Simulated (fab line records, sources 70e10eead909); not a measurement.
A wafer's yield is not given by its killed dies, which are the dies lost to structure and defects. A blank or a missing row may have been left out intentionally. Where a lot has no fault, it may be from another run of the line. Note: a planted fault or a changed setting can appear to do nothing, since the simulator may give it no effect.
Chamber matching -- flow nand harc -- 4 sister chambers for NHARC_A_CHANNEL_FILL_D2_STRIP_28 on rie diel-04
The step strips in O2, time 20 s. 4 wafers are shown with their chamber, then 12 later ones without.

## WAFERS PAIRED WITH THEIR CHAMBERS
wafer,chamber,drypump motor current A (A)
L077.4,1,5.1
L087.3,0,4.9
L087.4,2,6.5
L087.6,3,5.7

## WAFERS WITHOUT THEIR CHAMBER
wafer,drypump motor current A (A)
L089.1,4.9
L089.3,5.1
L089.4,6.5
L092.2,4.9
L092.3,5.7
L092.6,5.1
L095.2,5.6
L095.4,4.9
L095.6,6.5
L096.3,4.9
L096.4,5.1
L096.6,6.5

## THE CHAMBER EACH PASSED THROUGH
wafer,from the rows above,in truth
L089.1,0,0
L089.3,1,1
L089.4,2,2
L092.2,0,0
L092.3,3,3
L092.6,1,1
L095.2,3,3
L095.4,0,0
L095.6,2,2
L096.3,0,0
L096.4,1,1
L096.6,2,2
Placed correctly: 12 of 12. From these rows, 0 cannot be placed. Placed wrongly: 0.
How it was worked out, from the rows above alone: a wafer's distance from a chamber is the root of the sum, over the readings, of the square of ((its reading less the chamber's mean) divided by the reading's scatter). The wafer belongs to the nearest chamber; if the next one is less than 2 further off, it can't be placed. For every chamber, the mean is computed from those of its wafers that are shown. The scatter: root of mean squared gap, hidden wafer to nearest shown wafer, with one shown wafer a chamber.
